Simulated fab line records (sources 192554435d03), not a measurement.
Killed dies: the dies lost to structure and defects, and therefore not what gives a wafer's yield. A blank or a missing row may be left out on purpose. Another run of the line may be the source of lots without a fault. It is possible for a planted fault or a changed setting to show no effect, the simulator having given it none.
Which tool was responsible? | flow n5-finfet | 24 lots, 72 wafers sampled, at 5 steps of a route of 1938

== WHAT EACH GAUGE READ, for each wafer ==
N5_MOL_CONTACT_COAG_OVL_MEAS_85. Usual: for VG_OVL the level is -0.2 nm and the standard deviation is 0.69.
lot  | measured     | on         | VG_OVL (nm)    | flag
L074 | day 5 05:20  | overlay-02 | -1.2 -1.4 -0.6 |
L075 | day 5 07:52  | overlay-01 | 0.5 0.8 -0.3   |
L076 | day 5 11:19  | overlay-02 | 0.2 0.3 0.8    |
L077 | day 5 22:35  | overlay-02 | -0.1 -1.0 -0.2 |
L078 | day 6 05:22  | overlay-01 | 0.2 0.4 1.0    |
L079 | day 6 09:26  | overlay-02 | -0.1 -1.1 -0.7 |
L080 | day 6 16:29  | overlay-02 | -0.8 0.1 0.0   |
L081 | day 6 21:52  | overlay-01 | 0.4 -0.2 -0.3  |
L082 | day 7 01:32  | overlay-01 | -0.2 0.3 -0.4  |
L083 | day 7 04:56  | overlay-02 | 0.1 -0.3 -0.2  |
L084 | day 7 13:26  | overlay-01 | -0.2 -0.5 -0.3 |
L085 | day 7 22:25  | overlay-01 | -0.5 -0.7 0.0  |
L086 | day 8 08:56  | overlay-01 | -0.6 -0.2 0.1  |
L088 | day 8 16:50  | overlay-02 | -0.3 0.1 -0.3  |
L087 | day 8 17:40  | overlay-02 | -1.0 -0.8 -1.0 |
L089 | day 9 05:14  | overlay-02 | -0.1 -1.0 -0.9 |
L090 | day 9 11:22  | overlay-02 | 0.2 -0.3 0.0   |
L091 | day 9 14:57  | overlay-02 | 0.2 0.3 -0.5   |
L092 | day 9 21:39  | overlay-02 | -0.4 -0.7 -1.7 |
L093 | day 10 01:05 | overlay-02 | 1.6 1.4 1.7    |
L094 | day 10 05:08 | overlay-02 | 1.2 -0.3 1.4   |
L095 | day 10 08:52 | overlay-02 | 0.2 -1.3 0.2   |
L096 | day 10 20:14 | overlay-01 | -1.4 -0.5 -1.1 |
L097 | day 10 23:25 | overlay-01 | -0.6 0.1 -1.1  |

N5_MOL_CONTACT_COAG_CD_MEAS_137 targets a cd of 16 nm. Usual: cd-nm 15.7 nm, standard deviation 0.41.
lot  | measured     | on        | cd-nm (nm)     | flag
L074 | day 5 06:13  | cd-sem-03 | 16.1 15.6 15.3 |
L075 | day 5 08:47  | cd-sem-03 | 15.2 15.6 15.1 |
L076 | day 5 12:39  | cd-sem-03 | 15.3 16.4 16.3 |
L077 | day 5 23:41  | cd-sem-01 | 15.6 15.5 16.0 |
L078 | day 6 06:40  | cd-sem-03 | 15.5 16.2 15.8 |
L079 | day 6 10:19  | cd-sem-03 | 15.4 15.3 16.0 |
L080 | day 6 17:22  | cd-sem-01 | 15.9 15.4 15.5 |
L081 | day 6 23:05  | cd-sem-01 | 15.7 16.0 16.4 |
L082 | day 7 02:41  | cd-sem-01 | 14.9 16.0 16.8 |
L083 | day 7 05:50  | cd-sem-03 | 16.5 15.9 16.5 |
L084 | day 7 14:42  | cd-sem-02 | 15.9 15.8 15.4 |
L085 | day 7 23:19  | cd-sem-03 | 16.1 15.9 16.1 |
L086 | day 8 09:58  | cd-sem-03 | 15.4 15.8 15.9 |
L088 | day 8 18:08  | cd-sem-03 | 15.5 15.1 15.6 |
L087 | day 8 18:34  | cd-sem-01 | 15.7 15.3 15.1 |
L089 | day 9 06:08  | cd-sem-03 | 15.9 15.8 15.6 |
L090 | day 9 12:21  | cd-sem-03 | 16.0 15.0 15.4 |
L091 | day 9 16:05  | cd-sem-03 | 16.0 15.3 16.1 |
L092 | day 9 22:33  | cd-sem-01 | 15.5 15.4 16.0 |
L093 | day 10 02:19 | cd-sem-02 | 15.9 15.6 15.8 |
L094 | day 10 06:02 | cd-sem-02 | 15.9 16.4 16.5 |
L095 | day 10 09:56 | cd-sem-02 | 15.9 15.8 16.0 |
L096 | day 10 21:08 | cd-sem-03 | 14.9 15.7 16.0 |
L097 | day 11 00:29 | cd-sem-03 | 15.2 15.8 15.5 |

N5_MOL_CONTACT_COAG_CD_MEAS_101 targets a cd of 16 nm. Usual: cd-nm 16.0 nm, standard deviation 0.4.
lot  | measured     | on        | cd-nm (nm)     | flag
L074 | day 5 07:56  | cd-sem-01 | 16.6 16.3 15.4 |
L075 | day 5 10:35  | cd-sem-01 | 15.8 16.3 16.1 |
L076 | day 5 14:13  | cd-sem-03 | 15.7 15.5 15.8 |
L077 | day 6 00:58  | cd-sem-03 | 16.2 16.1 15.7 |
L078 | day 6 08:41  | cd-sem-01 | 15.7 15.9 16.5 |
L079 | day 6 11:35  | cd-sem-03 | 15.3 15.7 16.2 |
L080 | day 6 18:50  | cd-sem-02 | 16.5 16.2 16.5 |
L081 | day 7 01:07  | cd-sem-01 | 15.8 15.6 15.4 |
L082 | day 7 03:58  | cd-sem-03 | 16.0 16.7 15.9 |
L083 | day 7 07:13  | cd-sem-03 | 15.8 16.1 16.5 |
L084 | day 7 16:16  | cd-sem-01 | 15.7 16.3 16.0 |
L085 | day 8 00:52  | cd-sem-03 | 16.4 15.2 15.7 |
L086 | day 8 11:20  | cd-sem-01 | 15.2 15.8 15.9 |
L088 | day 8 20:03  | cd-sem-03 | 15.9 15.7 15.6 |
L087 | day 8 20:13  | cd-sem-03 | 15.5 16.5 16.8 |
L089 | day 9 07:38  | cd-sem-02 | 15.8 16.1 15.8 |
L090 | day 9 13:46  | cd-sem-02 | 16.1 15.7 16.4 |
L091 | day 9 17:20  | cd-sem-01 | 15.5 15.5 16.6 |
L092 | day 10 00:07 | cd-sem-03 | 16.5 16.1 15.9 |
L093 | day 10 03:35 | cd-sem-02 | 15.5 16.5 16.0 |
L094 | day 10 07:26 | cd-sem-01 | 16.5 16.6 16.3 |
L095 | day 10 11:26 | cd-sem-03 | 16.6 15.7 16.5 |
L096 | day 10 22:23 | cd-sem-02 | 16.2 15.5 15.7 |
L097 | day 11 02:02 | cd-sem-01 | 15.7 15.9 16.1 |

== WHAT TOOL EACH LOT RAN ON (gives the tool, then ch and the chambers of the sampled wafers, and finally the start) ==
lot  | N5_MOL_CONTACT_COAG_PRE_CLEAN_141 | N5_MOL_CONTACT_COAG_ALD_123
L074 | pvd-sputter-01, day 4 20:34       | ald-sin-04 ch 0,3, day 5 04:19
L075 | pvd-sputter-02, day 4 23:55       | ald-sin-04 ch 1,2,3, day 5 06:52
L076 | pvd-sputter-02, day 5 04:38       | ald-sin-03 ch 1,2,3, day 5 10:26
L077 | pvd-sputter-02, day 5 15:23       | ald-sin-03 ch 0,1,3, day 5 21:35
L078 | pvd-sputter-02, day 5 19:31       | ald-sin-02 ch 0,1,3, day 6 04:22
L079 | pvd-sputter-01, day 6 02:49       | ald-sin-04 ch 1,2,3, day 6 08:32
L080 | pvd-sputter-03, day 6 09:25       | ald-sin-03 ch 0,1,2, day 6 15:36
L081 | pvd-sputter-01, day 6 12:29       | ald-sin-03 ch 0,1, day 6 20:52
L082 | pvd-sputter-03, day 6 18:44       | ald-sin-02 ch 1,2,3, day 7 00:32
L083 | pvd-sputter-01, day 6 22:17       | ald-sin-02 ch 0,1,3, day 7 04:03
L084 | pvd-sputter-03, day 7 06:47       | ald-sin-04 ch 0,1, day 7 12:34
L085 | pvd-sputter-03, day 7 14:53       | ald-sin-04 ch 0,2,3, day 7 21:25
L086 | pvd-sputter-03, day 8 01:21       | ald-sin-04 ch 0,1,2, day 8 08:04
L088 | pvd-sputter-01, day 8 08:48       | ald-sin-02 ch 0,2,3, day 8 15:55
L087 | pvd-sputter-02, day 8 09:28       | ald-sin-03 ch 0,1,3, day 8 16:41
L089 | pvd-sputter-03, day 8 21:05       | ald-sin-03 ch 1,3, day 9 04:14
L090 | pvd-sputter-03, day 9 03:08       | ald-sin-03 ch 2,3, day 9 10:29
L091 | pvd-sputter-03, day 9 07:59       | ald-sin-02 ch 0,1,2, day 9 14:04
L092 | pvd-sputter-01, day 9 11:17       | ald-sin-04 ch 0,1,2, day 9 20:46
L093 | pvd-sputter-02, day 9 16:32       | ald-sin-04 ch 0,3, day 10 00:04
L094 | pvd-sputter-01, day 9 22:09       | ald-sin-02 ch 0,3, day 10 04:14
L095 | pvd-sputter-02, day 10 01:34      | ald-sin-02 ch 0,3, day 10 07:59
L096 | pvd-sputter-02, day 10 13:49      | ald-sin-03 ch 0,2, day 10 19:22
L097 | pvd-sputter-01, day 10 16:00      | ald-sin-02 ch 0,2, day 10 22:32
- N5_MOL_CONTACT_COAG_PRE_CLEAN_141: time 60 s.
- N5_MOL_CONTACT_COAG_ALD_123: deposits SiNx, target thk 5 nm, pulse time 1 s, purge time 2 s.

== AS READ BY THE TOOLS THEMSELVES (means over the sampled wafers that have a number; for cases with no such wafer, the mark the record gives instead) ==
N5_MOL_CONTACT_COAG_PRE_CLEAN_141. Usual: heater-power-w 453 W, standard deviation 32.
lot  | tool           | heater-power-w (W) | flag
L074 | pvd-sputter-01 | 458                |
L075 | pvd-sputter-02 | 483                |
L076 | pvd-sputter-02 | 482                |
L077 | pvd-sputter-02 | 453                |
L078 | pvd-sputter-02 | 473                |
L079 | pvd-sputter-01 | 476                |
L080 | pvd-sputter-03 | 424                |
L081 | pvd-sputter-01 | 475                |
L082 | pvd-sputter-03 | 423                |
L083 | pvd-sputter-01 | 462                |
L084 | pvd-sputter-03 | 421                |
L085 | pvd-sputter-03 | 431                |
L086 | pvd-sputter-03 | 415                |
L088 | pvd-sputter-01 | 473                |
L087 | pvd-sputter-02 | 466                |
L089 | pvd-sputter-03 | 412                |
L090 | pvd-sputter-03 | 421                |
L091 | pvd-sputter-03 | 427                |
L092 | pvd-sputter-01 | 473                |
L093 | pvd-sputter-02 | 437                |
L094 | pvd-sputter-01 | 483                |
L095 | pvd-sputter-02 | 460                |
L096 | pvd-sputter-02 | 456                |
L097 | pvd-sputter-01 | 466                |

N5_MOL_CONTACT_COAG_ALD_123. Usual: heater-power-w 870 W, standard deviation 69; precursor-pulse-height-rel 1.003, standard deviation 0.02.
lot  | tool       | heater-power-w (W) | precursor-pulse-height-rel | flag
L074 | ald-sin-04 | 1021               | 1.007                      |
L075 | ald-sin-04 | 900                | 1.014                      |
L076 | ald-sin-03 | 832                | 0.983                      |
L077 | ald-sin-03 | 838                | 1.005                      |
L078 | ald-sin-02 | 823                | 0.998                      |
L079 | ald-sin-04 | 893                | 1.000                      |
L080 | ald-sin-03 | 843                | 0.993                      |
L081 | ald-sin-03 | 855                | 1.024                      |
L082 | ald-sin-02 | 818                | 1.013                      |
L083 | ald-sin-02 | 826                | 0.998                      |
L084 | ald-sin-04 | 948                | 0.972                      |
L085 | ald-sin-04 | 984                | 0.994                      |
L086 | ald-sin-04 | 923                | 0.992                      |
L088 | ald-sin-02 | 870                | 1.007                      |
L087 | ald-sin-03 | 821                | 0.996                      |
L089 | ald-sin-03 | 808                | 0.995                      |
L090 | ald-sin-03 | 832                | 1.005                      |
L091 | ald-sin-02 | 836                | 1.012                      |
L092 | ald-sin-04 | 909                | 1.011                      |
L093 | ald-sin-04 | 960                | 1.013                      |
L094 | ald-sin-02 | 855                | 0.984                      |
L095 | ald-sin-02 | 845                | 1.002                      |
L096 | ald-sin-03 | 882                | 0.991                      |
L097 | ald-sin-02 | 875                | 0.988                      |

== THE ANSWER, worked out from the rows above alone ==
Rule: a lot counts as off when the mean over its wafers that have a number is more than 3 standard deviations away from the usual mean. Also off: a lot with no number at a reading for which 4 or more lots have one. All remaining lots with rows at the step are treated as sound. After the gauges, taken in route order, come the tools' own readings; for these a lot's mean is taken, as printed above. At the first step where some lot is off, the reading lying furthest off is the one used; lots without a number count as furthest.
Nothing can be told from this: no lot is off at any reading shown.

== WHAT THE SIMULATOR PUT IN ==
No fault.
